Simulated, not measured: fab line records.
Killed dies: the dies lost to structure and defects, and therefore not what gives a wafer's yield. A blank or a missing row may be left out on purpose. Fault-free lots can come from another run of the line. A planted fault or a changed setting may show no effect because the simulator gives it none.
Which tool was responsible?    flow nand harc    39 wafers from 13 lots sampled at 5 of the route's 1302 steps

WHAT THE GAUGES READ, wafer by wafer
NHARC_END_SORT_01.
lot   measured      on         killed at array  killed at other  killed at periphery  killed dies  killed open  killed short
L949  day 26 23:58  prober-02  79 83 85         1 0 0            11 2 6               91 85 91     3 2 4        3 3 2
L951  day 27 11:46  prober-02  84 81 73         0 1 0            1 3 1                85 85 74     1 4 4        2 5 1
L952  day 28 05:26  prober-01  25 30 40         2 3 1            1 11 4               28 44 45     2 3 4        3 2 1
L956  day 28 20:43  prober-02  40 33 33         0 0 1            10 9 6               50 42 40     3 2 5        4 5 2
L953  day 28 20:41  prober-01  63 67 74         0 0 0            2 1 3                65 68 77     3 5 2        2 1 1
L958  day 30 21:44  prober-01  67 673 674       1 0 2            3 4 1                71 677 677   2 3 2        2 2 1
L963  day 32 03:08  prober-01  52 64 57         1 0 1            4 1 0                57 65 58     5 2 5        4 3 0

WHICH TOOL RAN EACH LOT (tool, then ch and the chambers of the sampled wafers, then the start)
lot   NHARC_A_BLC_PVD_32            NHARC_THIN_TSV_PRE_CLEAN_50              NHARC_THIN_TSV_ANNEAL_52          NHARC_THIN_TSV_STRIP_56
L945  pvd sputter-01, day 22 23:54  pvd sputter-01, day 24 06:13 or earlier  rtp anneal-02 ch 0, day 24 06:13  plasma asher-02 ch 0,1, day 24 08:48
L947  pvd sputter-01, day 24 07:05  pvd sputter-03, day 25 13:10 or earlier  rtp anneal-01 ch 0, day 25 13:10  plasma asher-01 ch 0,1, day 25 15:43
L948  pvd sputter-02, day 24 14:35  pvd sputter-01, day 25 21:13 or earlier  rtp anneal-02 ch 0, day 25 21:13  plasma asher-01 ch 0,1, day 25 23:37
L949  pvd sputter-03, day 25 06:56  pvd sputter-01, day 26 12:55 or earlier  rtp anneal-01 ch 0, day 26 12:55  plasma asher-02 ch 0,1, day 26 15:36
L951  pvd sputter-03, day 25 15:31  pvd sputter-01, day 27 00:44 or earlier  rtp anneal-01 ch 0, day 27 00:44  plasma asher-01 ch 0,1, day 27 03:20
L952  pvd sputter-02, day 26 07:44  pvd sputter-01, day 27 18:22 or earlier  rtp anneal-01 ch 0, day 27 18:22  plasma asher-02 ch 0,1, day 27 20:59
L956  pvd sputter-03, day 27 00:08  pvd sputter-03, day 28 07:34 or earlier  rtp anneal-01 ch 0, day 28 07:34  plasma asher-01 ch 0,1, day 28 09:59
L953  pvd sputter-03, day 27 02:47  pvd sputter-02, day 28 06:23 or earlier  rtp anneal-01 ch 0, day 28 06:23  plasma asher-02 ch 0,1, day 28 08:56
L958  pvd sputter-03, day 29 02:31  pvd sputter-02, day 30 10:10 or earlier  rtp anneal-01 ch 0, day 30 10:10  plasma asher-02 ch 0, day 30 12:49
L962  pvd sputter-02, day 29 21:19  pvd sputter-02, day 31 05:11 or earlier  rtp anneal-02 ch 0, day 31 05:11  plasma asher-02 ch 0,1, day 31 07:47
L963  pvd sputter-01, day 30 06:49  pvd sputter-03, day 31 13:14 or earlier  rtp anneal-01 ch 0, day 31 13:14  plasma asher-01 ch 0,1, day 31 15:51
L966  pvd sputter-01, day 31 14:32  pvd sputter-03, day 32 20:45 or earlier  rtp anneal-02 ch 0, day 32 20:45  plasma asher-02 ch 0,1, day 32 23:23
L967  pvd sputter-02, day 32 23:13  pvd sputter-01, day 34 06:59 or earlier  rtp anneal-02 ch 0, day 34 06:59  plasma asher-01 ch 0,1, day 34 09:31
- NHARC_A_BLC_PVD_32: deposits Ti, target thk 5 nm, time 17.7 s.
- NHARC_THIN_TSV_PRE_CLEAN_50: time 30 s.
- NHARC_THIN_TSV_ANNEAL_52: time 90 s.
- NHARC_THIN_TSV_STRIP_56: strips in O2.

AS READ BY THE TOOLS THEMSELVES (means over the sampled wafers that have a number; for cases with no such wafer, the mark the record gives instead)
NHARC_A_BLC_PVD_32.
lot   tool            throttle valve pct (%)
L945  pvd sputter-01  29.3
L947  pvd sputter-01  29.3
L948  pvd sputter-02  29.9
L949  pvd sputter-03  29.9
L951  pvd sputter-03  30.0
L952  pvd sputter-02  30.7
L956  pvd sputter-03  30.2
L953  pvd sputter-03  30.2
L958  pvd sputter-03  30.2
L962  pvd sputter-02  31.2
L963  pvd sputter-01  29.9
L966  pvd sputter-01  30.0
L967  pvd sputter-02  30.9

NHARC_THIN_TSV_PRE_CLEAN_50.
lot   tool            heater power w (W)
L945  pvd sputter-01  368
L947  pvd sputter-03  498
L948  pvd sputter-01  348
L949  pvd sputter-01  389
L951  pvd sputter-01  385
L952  pvd sputter-01  370
L956  pvd sputter-03  443
L953  pvd sputter-02  427
L958  pvd sputter-02  434
L962  pvd sputter-02  411
L963  pvd sputter-03  443
L966  pvd sputter-03  454
L967  pvd sputter-01  416

NHARC_THIN_TSV_ANNEAL_52.
lot   tool           wafer_temp_C_max
L945  rtp anneal-02  226.7
L947  rtp anneal-01  225.7
L948  rtp anneal-02  226.2
L949  rtp anneal-01  225.8
L951  rtp anneal-01  225.8
L952  rtp anneal-01  225.9
L956  rtp anneal-01  226.0
L953  rtp anneal-01  225.8
L958  rtp anneal-01  225.8
L962  rtp anneal-02  226.4
L963  rtp anneal-01  225.9
L966  rtp anneal-02  226.7
L967  rtp anneal-02  226.6

NHARC_THIN_TSV_STRIP_56.
lot   tool             drypump motor current A (A)  heater power w (W)
L945  plasma asher-02  6.03                         329
L947  plasma asher-01  6.10                         342
L948  plasma asher-01  6.09                         345
L949  plasma asher-02  6.01                         328
L951  plasma asher-01  6.10                         348
L952  plasma asher-02  6.02                         312
L956  plasma asher-01  6.11                         345
L953  plasma asher-02  6.03                         314
L958  plasma asher-02  5.81                         270
L962  plasma asher-02  6.02                         315
L963  plasma asher-01  6.10                         358
L966  plasma asher-02  6.01                         306
L967  plasma asher-01  6.09                         349

THE ANSWER, worked out from the rows above alone
Rule: the lots themselves supply what counts as usual. The widest of any qualifying gaps counts: lots, ordered by their means at a reading, are off when they make up no more than a third of the lots, leave a main group of 4 or more, and stand apart from it by 3 or more times the standard deviation of that group's means. The tables above print the reading to a certain number of digits; a main group whose means all agree to those digits is not used. Also off: a lot with no number at a reading for which 4 or more lots have one. The other lots that the step has rows for count as sound. The gauges are gone through in route order, then the tools' own readings, and for those a lot's mean is taken as printed above. At the first step where some lot is off, the reading lying furthest off is the one used; lots without a number count as furthest.
Off: L958, at NHARC_END_SORT_01 (killed dies). The main group has a mean of 64 with a standard deviation of 18. Neither off nor sound, because the step has no rows for them: L945, L947, L948, L962, L966, L967.
A tool fits if, at a process step before that reading, it ran every lot that is off, and no sound lot after the first of them. Not tried: the gauges at NHARC_END_SORT_01; whatever is off there is also off at NHARC_THIN_TSV_STRIP_56, on other tools, and gauge error can't account for it. NHARC_THIN_TSV_PRE_CLEAN_50: start missing for some lots; hours and lot order therefore follow NHARC_THIN_TSV_ANNEAL_52. Can't be told from this: 3 tools fit, pvd sputter-03 at NHARC_A_BLC_PVD_32, pvd sputter-02 at NHARC_THIN_TSV_PRE_CLEAN_50, plasma asher-02 at NHARC_THIN_TSV_STRIP_56.

WHAT HAD BEEN PUT IN BY THE SIMULATOR
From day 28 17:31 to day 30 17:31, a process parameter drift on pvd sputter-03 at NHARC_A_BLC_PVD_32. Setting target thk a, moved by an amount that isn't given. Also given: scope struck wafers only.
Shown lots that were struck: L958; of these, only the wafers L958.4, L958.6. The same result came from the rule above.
